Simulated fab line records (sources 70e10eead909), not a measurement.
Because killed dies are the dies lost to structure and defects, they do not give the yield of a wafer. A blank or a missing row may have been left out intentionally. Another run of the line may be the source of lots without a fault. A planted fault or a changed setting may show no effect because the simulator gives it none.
Which of the tools did it? ; flow nand_harc ; 33 wafers from 11 lots sampled at 5 of the route's 1302 steps

== WHAT EACH GAUGE READ, for each wafer ==
NHARC_A_BONDPAD_CD_MEAS_09: target cd 500 nm.
lot;measured;on;cd_nm (nm)
L668;day 23 19:16;cd_sem-02;499.4 499.2 499.1
L666;day 23 20:43;cd_sem-02;500.7 500.5 501.3
L665;day 23 23:00;cd_sem-02;499.6 499.0 498.6
L669;day 24 19:26;cd_sem-02;499.8 498.7 499.4
L672;day 26 02:38;cd_sem-02;500.5 502.7 501.7
L675;day 28 03:07;cd_sem-03;500.6 500.0 499.9
L673;day 28 04:21;cd_sem-01;501.8 500.3 500.8
L680;day 29 10:36;cd_sem-02;488.9 488.7 489.5
L682;day 29 18:48;cd_sem-03;491.0 492.6 490.9
L687;day 32 02:10;cd_sem-02;496.6 498.5 499.4
L686;day 32 19:07;cd_sem-01;500.2 500.4 500.1

== TOOL THAT RAN EACH LOT (tool first, then ch and the chambers of the sampled wafers, then the start) ==
lot;NHARC_A_M1_STRIP_18;NHARC_A_M1_PVD_21;NHARC_A_BONDPAD_CMP_29;NHARC_A_BONDPAD_EXPOSE_06
L668;rie_diel-05 ch 0,2,3, day 23 15:01;pvd_sputter-01, day 23 18:34 or earlier;cmp-02 ch 0,1,3, day 23 18:34;krf_scanner-04 ch 0, day 23 19:06
L666;rie_diel-06 ch 1,2,3, day 23 16:38;pvd_sputter-01, day 23 19:55 or earlier;cmp-02 ch 1,3, day 23 19:55;krf_scanner-01 ch 0, day 23 20:34
L665;rie_diel-09 ch 1,3, day 23 18:51;pvd_sputter-01, day 23 22:20 or earlier;cmp-03 ch 0,2, day 23 22:20;krf_scanner-01 ch 0, day 23 22:51
L669;rie_diel-06 ch 0,1,2, day 24 15:20;pvd_sputter-01, day 24 18:40 or earlier;cmp-03 ch 0,1,2, day 24 18:40;krf_scanner-02 ch 0, day 24 19:17
L672;rie_diel-09 ch 1,2,3, day 25 22:38;pvd_sputter-01, day 26 01:58 or earlier;cmp-02 ch 2,3, day 26 01:58;krf_scanner-01 ch 0, day 26 02:29
L675;rie_diel-05 ch 1,2,3, day 27 23:03;pvd_sputter-01, day 28 02:20 or earlier;cmp-04 ch 0,1,3, day 28 02:20;krf_scanner-04 ch 0, day 28 02:58
L673;rie_diel-06 ch 1,3, day 28 00:16;pvd_sputter-01, day 28 03:34 or earlier;cmp-03 ch 1,2,3, day 28 03:34;krf_scanner-02 ch 0, day 28 04:12
L680;rie_diel-05 ch 0,3, day 29 06:24;pvd_sputter-01, day 29 09:56 or earlier;cmp-04 ch 0,1,3, day 29 09:56;krf_scanner-02 ch 0, day 29 10:26
L682;rie_diel-05 ch 0,2,3, day 29 14:49;pvd_sputter-03, day 29 18:10 or earlier;cmp-02 ch 1,2,3, day 29 18:10;krf_scanner-02 ch 0, day 29 18:39
L687;rie_diel-05 ch 2,3, day 31 22:02;pvd_sputter-01, day 32 01:23 or earlier;cmp-02 ch 1,3, day 32 01:23;krf_scanner-01 ch 0, day 32 02:02
L686;rie_diel-06 ch 0,2,3, day 32 15:00;pvd_sputter-01, day 32 18:20 or earlier;cmp-04 ch 0,1,3, day 32 18:20;krf_scanner-04 ch 0, day 32 18:58
- NHARC_A_M1_STRIP_18: strips in N2/H2.
- NHARC_A_M1_PVD_21: deposits Cu, target thk 30 nm, time 20.49 s.
- NHARC_A_BONDPAD_CMP_29: polishes SiCN, target thk 200 nm.
- NHARC_A_BONDPAD_EXPOSE_06: exposes mask A BPAD.

== WHAT THE TOOLS THEMSELVES READ (means of the sampled wafers that have a number; where no wafer has one, the mark that the record gives instead) ==
NHARC_A_M1_STRIP_18.
lot;tool;drypump_motor_current_A (A);n2_flow_sccm (sccm);oes_product_au (a.u.);rf_vpp_V (V);showerhead_plenum_p_Torr (Torr);throttle_valve_pct (%)
L668;rie_diel-05;5.7;150.4;1.005;90.1;2.01;14.172
L666;rie_diel-06;6.0;150.3;0.989;90.5;2.00;14.175
L665;rie_diel-09;5.1;149.7;1.006;91.0;2.09;14.168
L669;rie_diel-06;5.8;150.5;0.991;90.5;2.01;14.172
L672;rie_diel-09;5.2;150.5;1.005;90.7;2.01;14.163
L675;rie_diel-05;5.9;149.9;0.994;90.9;2.02;14.171
L673;rie_diel-06;5.7;149.9;0.996;89.7;2.02;14.166
L680;rie_diel-05;5.3;150.2;1.007;91.0;1.93;14.178
L682;rie_diel-05;5.7;150.4;1.012;89.7;2.01;14.173
L687;rie_diel-05;6.1;150.4;0.995;91.3;2.08;14.169
L686;rie_diel-06;5.8;149.9;0.999;90.2;2.02;14.176

NHARC_A_M1_PVD_21.
lot;tool;throttle_valve_pct (%)
L668;pvd_sputter-01;28.2
L666;pvd_sputter-01;28.4
L665;pvd_sputter-01;29.1
L669;pvd_sputter-01;29.1
L672;pvd_sputter-01;28.3
L675;pvd_sputter-01;29.4
L673;pvd_sputter-01;28.9
L680;pvd_sputter-01;29.5
L682;pvd_sputter-03;29.8
L687;pvd_sputter-01;29.1
L686;pvd_sputter-01;28.7

NHARC_A_BONDPAD_CMP_29.
lot;tool;motor_current_A (A);retaining_ring_pressure_frac
L668;cmp-02;11.8;0.995
L666;cmp-02;11.2;1.004
L665;cmp-03;11.6;0.998
L669;cmp-03;12.0;1.000
L672;cmp-02;12.9;0.999
L675;cmp-04;12.3;1.001
L673;cmp-03;11.8;1.002
L680;cmp-04;12.9;1.001
L682;cmp-02;12.0;0.998
L687;cmp-02;11.8;1.002
L686;cmp-04;13.1;0.996

NHARC_A_BONDPAD_EXPOSE_06.
lot;tool;exposure_dose_mJ_cm2;reticle_temp_C (C)
L668;krf_scanner-04;36.99;23.10
L666;krf_scanner-01;36.94;23.12
L665;krf_scanner-01;36.98;23.13
L669;krf_scanner-02;36.97;22.99
L672;krf_scanner-01;36.96;23.03
L675;krf_scanner-04;37.02;22.84
L673;krf_scanner-02;36.99;23.00
L680;krf_scanner-02;23.34;23.00
L682;krf_scanner-02;26.06;22.91
L687;krf_scanner-01;37.00;23.00
L686;krf_scanner-04;37.02;22.94

== THE ANSWER, worked out from the rows above alone ==
Rule: the usual values come from the lots themselves. The widest of any qualifying gaps counts: lots, ordered by their means at a reading, are off when they make up no more than a third of the lots, leave a main group of 4 or more, and stand apart from it by 3 or more times the standard deviation of that group's means. Not used: any main group whose means are identical at the precision the tables above print for the reading. Also off: a lot with no number at a reading for which 4 or more lots have one. Any other lot the step has rows for is counted as sound. The gauges are gone through in route order, then the tools' own readings, and for those a lot's mean is taken as printed above. The first step at which some lot is off is used, and at that step the reading that is off furthest; a lot without a number counts as furthest.
Off: L680, L682 (NHARC_A_BONDPAD_CD_MEAS_09, cd_nm). The main group: mean 500.0 nm, standard deviation 1.
A tool fits if, at a process step before that reading, it ran every lot that is off, and no sound lot after the first of them. Not tried: the gauges at NHARC_A_BONDPAD_CD_MEAS_09; whatever is off there is also off at NHARC_A_BONDPAD_EXPOSE_06, on other tools, and gauge error can't account for it. With no start given for some of its lots, NHARC_A_M1_PVD_21 uses the hours and lot order of NHARC_A_BONDPAD_CMP_29. One fits: krf_scanner-02 at NHARC_A_BONDPAD_EXPOSE_06. A fault onset in the window from L673 (day 28 04:12, its last sound lot) to L680 (day 29 10:26, its first lot off) fits.
The tool's own readings at NHARC_A_BONDPAD_EXPOSE_06 bear it out: on the lots that are off they differ by more than 5 times the standard deviation of the sound lots' means. exposure_dose_mJ_cm2 reads 24.70 there against 36.99 on the sound lots.

== WHAT THE SIMULATOR PUT IN ==
Drift in process parameters on krf_scanner-02 at NHARC_A_BONDPAD_EXPOSE_06, starting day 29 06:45. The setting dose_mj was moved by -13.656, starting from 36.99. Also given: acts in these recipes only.
Shown lots that were struck: L680, L682. Same finding as the rule above.
